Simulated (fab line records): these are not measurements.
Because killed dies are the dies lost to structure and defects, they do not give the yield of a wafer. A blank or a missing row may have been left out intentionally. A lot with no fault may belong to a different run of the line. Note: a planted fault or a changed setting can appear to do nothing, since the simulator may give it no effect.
Which of the tools did it? | flow nand harc | Sampling: 10 lots, 28 wafers, 9 of 1159 route steps

WHAT THE GAUGES READ, wafer by wafer
NHARC_A_SOURCE_PLATE_INSPECT_08. Usual: raw defect count reads 61 (standard deviation 27).
lot  | measured     | on                | raw defect count | flag
L424 | day 7 20:46  | defect inspect-01 | 28 38 17         |
L426 | day 8 03:47  | defect inspect-02 | 22 53 35         |
L427 | day 8 13:19  | defect inspect-01 | 67 69 66         |
L429 | day 8 18:53  | defect inspect-01 | 28 27 41         |
L431 | day 9 04:30  | defect inspect-01 | 52 36 29         |
L432 | day 9 18:49  | defect inspect-02 | 63 42            |
L437 | day 10 18:46 | defect inspect-02 | 74 52 48         |
L436 | day 10 18:47 | defect inspect-01 | 51 105           |
L439 | day 11 11:25 | defect inspect-01 | 73 43 81         |
L446 | day 12 16:08 | defect inspect-02 | 48 39 75         |

NHARC_A_ONON_D1_THK_MEAS_27: measures by ellipsometry. Usual: thk nm reads 997 nm (standard deviation 9).
lot  | measured     | on            | thk nm (nm)    | flag
L424 | day 8 08:24  | film metro-02 | 992 994 994    |
L426 | day 8 16:46  | film metro-01 | 1010 1010 1011 |
L427 | day 9 02:10  | film metro-02 | 983 983 982    |
L429 | day 9 06:31  | film metro-01 | 998 998 997    |
L431 | day 9 16:10  | film metro-02 | 1002 1002 1003 |
L432 | day 10 07:23 | film metro-01 | 1001 1001      |
L437 | day 11 06:27 | film metro-01 | 983 982 982    |
L436 | day 11 06:37 | film metro-02 | 1003 1003      |
L439 | day 11 23:25 | film metro-01 | 1014 1014 1014 |
L446 | day 13 03:43 | film metro-02 | 999 1000 1001  |

NHARC_A_CHANNEL_HOLE_D1_CD_MEAS_10: target cd 100 nm. Usual: cd nm reads 100.0 nm (standard deviation 0.4).
lot  | measured     | on        | cd nm (nm)        | flag
L424 | day 8 14:02  | cd sem-03 | 99.9 100.0 99.5   |
L426 | day 8 21:10  | cd sem-02 | 100.2 100.2 99.8  |
L427 | day 9 06:16  | cd sem-01 | 100.2 99.3 99.9   |
L429 | day 9 10:22  | cd sem-03 | 100.0 100.3 100.2 |
L431 | day 9 20:52  | cd sem-02 | 100.6 100.2 100.2 |
L432 | day 10 11:08 | cd sem-03 | 112.6 112.5       | OFF
L437 | day 11 10:16 | cd sem-01 | 100.0 100.0 99.7  |
L436 | day 11 11:10 | cd sem-02 | 109.9 110.3       | OFF
L439 | day 12 03:37 | cd sem-02 | 100.8 100.4 100.7 |
L446 | day 13 08:11 | cd sem-01 | 99.8 99.8 99.6    |

NHARC_A_CHANNEL_HOLE_D1_CD_MEAS_30. Usual: cd nm reads 90.2 nm (standard deviation 0.9).
lot  | measured     | on        | cd nm (nm)     | flag
L424 | day 8 21:19  | cd sem-02 | 90.3 90.3 88.4 |
L426 | day 9 04:13  | cd sem-01 | 89.7 90.2 90.3 |
L427 | day 9 13:19  | cd sem-03 | 90.3 90.2 90.1 |
L429 | day 9 17:31  | cd sem-01 | 90.1 89.9 90.8 |
L431 | day 10 03:46 | cd sem-02 | 90.6 92.0 90.9 |
L432 | day 10 18:02 | cd sem-03 | 103.4 104.2    | OFF
L437 | day 11 17:22 | cd sem-02 | 88.6 89.6 88.5 |
L436 | day 11 18:05 | cd sem-01 | 99.8 101.1     | OFF
L439 | day 12 10:31 | cd sem-02 | 90.3 90.9 90.6 |
L446 | day 13 15:06 | cd sem-02 | 89.8 89.3 89.5 |

NHARC_END_WLT_00. Usual: VT_DECK1_BOTTOM 0.868, standard deviation 0.0078; VT_DECK1_BOTTOM_INNER 0.868, standard deviation 0.0069; VT_DECK1_MEDIAN_NEAR_BOTTOM 0.870, standard deviation 0.0076; VT_DECK1_MEDIAN_NEAR_BOTTOM_INNER 0.869, standard deviation 0.007; VT_DECK1_MIDDLE 0.882, standard deviation 0.007; VT_DECK1_MIDDLE_INNER 0.881, standard deviation 0.0072; VT_DECK1_TOP 0.892, standard deviation 0.0077; VT_DECK1_TOP_INNER 0.892, standard deviation 0.0074.
lot  | measured     | on        | VT_DECK1_BOTTOM   | VT_DECK1_BOTTOM_INNER | VT_DECK1_MEDIAN_NEAR_BOTTOM | VT_DECK1_MEDIAN_NEAR_BOTTOM_INNER | VT_DECK1_MIDDLE   | VT_DECK1_MIDDLE_INNER | VT_DECK1_TOP      | VT_DECK1_TOP_INNER | flag
L424 | day 19 15:31 | prober-01 | 0.879 0.878 0.872 | 0.863 0.863 0.878     | 0.873 0.874 0.868           | 0.870 0.872 0.870                 | 0.895 0.890 0.886 | 0.888 0.888 0.892     | 0.900 0.894 0.891 | 0.895 0.892 0.900  |
L426 | day 19 07:37 | prober-02 | 0.865 0.868 0.868 | 0.860 0.867 0.864     | 0.866 0.867 0.874           | 0.864 0.869 0.874                 | 0.881 0.883 0.883 | 0.881 0.882 0.879     | 0.899 0.889 0.901 | 0.889 0.891 0.888  |
L427 | day 20 07:34 | prober-01 | 0.874 0.884 0.869 | 0.875 0.880 0.877     | 0.881 0.879 0.882           | 0.885 0.888 0.869                 | 0.898 0.887 0.898 | 0.878 0.898 0.888     | 0.909 0.905 0.899 | 0.909 0.902 0.904  |
L429 | day 19 23:08 | prober-02 | 0.868 0.873 0.875 | 0.864 0.873 0.874     | 0.873 0.870 0.877           | 0.869 0.871 0.866                 | 0.888 0.889 0.900 | 0.887 0.887 0.889     | 0.897 0.898 0.901 | 0.905 0.899 0.897  |
L431 | day 20 16:16 | prober-02 | 0.876 0.875 0.878 | 0.876 0.887 0.869     | 0.878 0.880 0.877           | 0.874 0.877 0.872                 | 0.894 0.894 0.884 | 0.885 0.879 0.886     | 0.891 0.900 0.901 | 0.898 0.895 0.892  |
L432 | day 21 05:45 | prober-01 | 0.899 0.894       | 0.894 0.894           | 0.895 0.903                 | 0.890 0.897                       | 0.907 0.902       | 0.912 0.907           | 0.913 0.910       | 0.905 0.904        | OFF
L437 | day 22 10:40 | prober-01 | 0.867 0.871 0.863 | 0.873 0.871 0.862     | 0.868 0.879 0.865           | 0.863 0.867 0.866                 | 0.890 0.885 0.879 | 0.884 0.891 0.875     | 0.895 0.897 0.896 | 0.900 0.901 0.902  |
L436 | day 22 11:09 | prober-02 | 0.897 0.895       | 0.896 0.894           | 0.896 0.903                 | 0.897 0.901                       | 0.904 0.908       | 0.903 0.910           | 0.917 0.908       | 0.921 0.921        | OFF
L439 | day 23 15:34 | prober-01 | 0.868 0.867 0.864 | 0.863 0.866 0.860     | 0.873 0.871 0.869           | 0.874 0.861 0.868                 | 0.878 0.873 0.877 | 0.883 0.874 0.887     | 0.885 0.890 0.890 | 0.889 0.886 0.888  |
L446 | day 24 08:38 | prober-02 | 0.875 0.870 0.868 | 0.874 0.867 0.866     | 0.871 0.870 0.873           | 0.869 0.865 0.876                 | 0.884 0.881 0.888 | 0.885 0.876 0.883     | 0.902 0.909 0.894 | 0.897 0.890 0.894  |

NHARC_END_SORT_01. Usual: killed at array 24, standard deviation 7.4; killed at other 0.5, standard deviation 0.81; killed at periphery 3.4, standard deviation 2.3; killed dies 28, standard deviation 8; killed open 3.4, standard deviation 1.8; killed short 2.0, standard deviation 1.4.
lot  | measured     | on        | killed at array | killed at other | killed at periphery | killed dies | killed open | killed short | flag
L432 | day 21 09:03 | prober-01 | 35 44           | 0 1             | 1 1                 | 36 46       | 3 2         | 1 3          |
L436 | day 22 14:42 | prober-02 | 28 20           | 0 0             | 9 6                 | 37 26       | 5 4         | 1 3          |

WHICH TOOL RAN EACH LOT (tool, then ch and the chambers of the sampled wafers, then the start)
lot  | NHARC_A_CHANNEL_HOLE_D1_DEP_01  | NHARC_A_CHANNEL_HOLE_D1_PEB_08    | NHARC_A_CHANNEL_HOLE_D1_XSEM_31
L424 | pecvd-04 ch 0,2, day 8 13:20    | litho track-06 ch 0, day 8 13:57  | xsem-02 ch 0, day 8 21:24
L426 | pecvd-01 ch 0,1,2, day 8 20:28  | litho track-04 ch 0, day 8 21:05  | xsem-02 ch 0, day 9 04:19
L427 | pecvd-02 ch 1,2, day 9 05:33    | litho track-06 ch 0, day 9 06:11  | xsem-02 ch 0, day 9 13:25
L429 | pecvd-02 ch 0,2, day 9 09:38    | litho track-01 ch 0, day 9 10:17  | xsem-02 ch 0, day 9 17:36
L431 | pecvd-02 ch 0,2, day 9 20:08    | litho track-06 ch 0, day 9 20:47  | xsem-01 ch 0, day 10 03:51
L432 | pecvd-02 ch 1,2, day 10 10:32   | litho track-06 ch 0, day 10 11:04 | xsem-01 ch 0, day 10 18:07
L437 | pecvd-04 ch 0,1,2, day 11 09:33 | litho track-04 ch 0, day 11 10:11 | xsem-01 ch 0, day 11 17:28
L436 | pecvd-01 ch 0, day 11 10:28     | litho track-06 ch 0, day 11 11:05 | xsem-02 ch 0, day 11 18:11
L439 | pecvd-04 ch 0,1, day 12 03:02   | litho track-04 ch 0, day 12 03:32 | xsem-02 ch 0, day 12 10:37
L446 | pecvd-01 ch 0,1,2, day 13 07:28 | litho track-04 ch 0, day 13 08:07 | xsem-01 ch 0, day 13 15:12
- NHARC_A_CHANNEL_HOLE_D1_DEP_01: deposits SiON, target thk 140 nm.
- NHARC_A_CHANNEL_HOLE_D1_PEB_08: peb time 65 s.
- NHARC_A_CHANNEL_HOLE_D1_XSEM_31

WHAT THE TOOLS THEMSELVES READ (means of the sampled wafers that have a number; where no wafer has one, the mark that the record gives instead)
NHARC_A_CHANNEL_HOLE_D1_DEP_01. Usual: heater power w 774 W, standard deviation 62; rf fwd power W 348.3 W, standard deviation 1.2.
lot  | tool     | heater power w (W) | rf fwd power W (W) | flag
L424 | pecvd-04 | 799                | 349.2              |
L426 | pecvd-01 | 774                | 348.6              |
L427 | pecvd-02 | 765                | 347.0              |
L429 | pecvd-02 | 740                | 347.9              |
L431 | pecvd-02 | 816                | 348.2              |
L432 | pecvd-02 | 854                | 348.1              |
L437 | pecvd-04 | 777                | 348.7              |
L436 | pecvd-01 | 756                | 348.8              |
L439 | pecvd-04 | 792                | 348.2              |
L446 | pecvd-01 | 743                | 349.2              |

NHARC_A_CHANNEL_HOLE_D1_PEB_08. Usual: plate temp C reads 99.99 C (standard deviation 0.12).
lot  | tool           | plate temp C (C) | flag
L424 | litho track-06 | 100.07           |
L426 | litho track-04 | 100.08           |
L427 | litho track-06 | 99.91            |
L429 | litho track-01 | 99.99            |
L431 | litho track-06 | 100.03           |
L432 | litho track-06 | 99.97            |
L437 | litho track-04 | 100.09           |
L436 | litho track-06 | 100.06           |
L439 | litho track-04 | 99.85            |
L446 | litho track-04 | 99.99            |

NHARC_A_CHANNEL_HOLE_D1_XSEM_31. Usual: bot cd nm 74.8 nm, standard deviation 1; bow nm 8.63 nm, standard deviation 0.26; tilt deg 0.07 degrees, standard deviation 0.044.
lot  | tool    | bot cd nm (nm) | bow nm (nm) | tilt deg (degrees) | flag
L424 | xsem-02 | 74.0           | 8.91        | 0.00               |
L426 | xsem-02 | 74.2           | 8.87        | 0.08               |
L427 | xsem-02 | 74.2           | 8.51        | 0.11               |
L429 | xsem-02 | 75.1           | 8.65        | 0.06               |
L431 | xsem-01 | 75.8           | 8.37        | 0.09               |
L432 | xsem-01 | 88.4           | 8.50        | 0.11               | OFF
L437 | xsem-01 | 73.8           | 8.98        | 0.08               |
L436 | xsem-02 | 85.6           | 8.46        | 0.14               | OFF
L439 | xsem-02 | 75.0           | 9.09        | 0.03               |
L446 | xsem-01 | 74.7           | 8.97        | 0.04               |

THE ANSWER, worked out from the rows above alone
Rule: a lot is off if the mean of its wafers that have a number lies more than 3 standard deviations from the usual mean. A lot without any number at a reading at which 4 lots or more have one is off too. All remaining lots with rows at the step are treated as sound. Order of review: gauges by route order, followed by the tools' own readings, for which a lot's mean as printed above is used. The first step at which some lot is off is used, and at that step the reading that is off furthest; a lot without a number counts as furthest.
Off: L432, L436, at NHARC_A_CHANNEL_HOLE_D1_CD_MEAS_10 (cd nm).
If a tool, at a process step before that reading, ran all the lots that are off and no sound lot after the first of them, it fits. The gauges at NHARC_A_CHANNEL_HOLE_D1_CD_MEAS_10 aren't tried: what is off there is off at NHARC_END_WLT_00 too, on other tools, and a gauge's error can't cause that. One fits: litho track-06 at NHARC_A_CHANNEL_HOLE_D1_PEB_08. Its last sound lot is L431 (day 9 20:47), its first lot that is off L432 (day 10 11:04): a fault that began between those two fits.

WHAT HAD BEEN PUT IN BY THE SIMULATOR
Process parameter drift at NHARC_A_CHANNEL_HOLE_D1_PEB_08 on litho track-06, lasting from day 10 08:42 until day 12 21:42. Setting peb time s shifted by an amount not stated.
Struck lots among those shown: L432, L436. Same finding as the rule above.
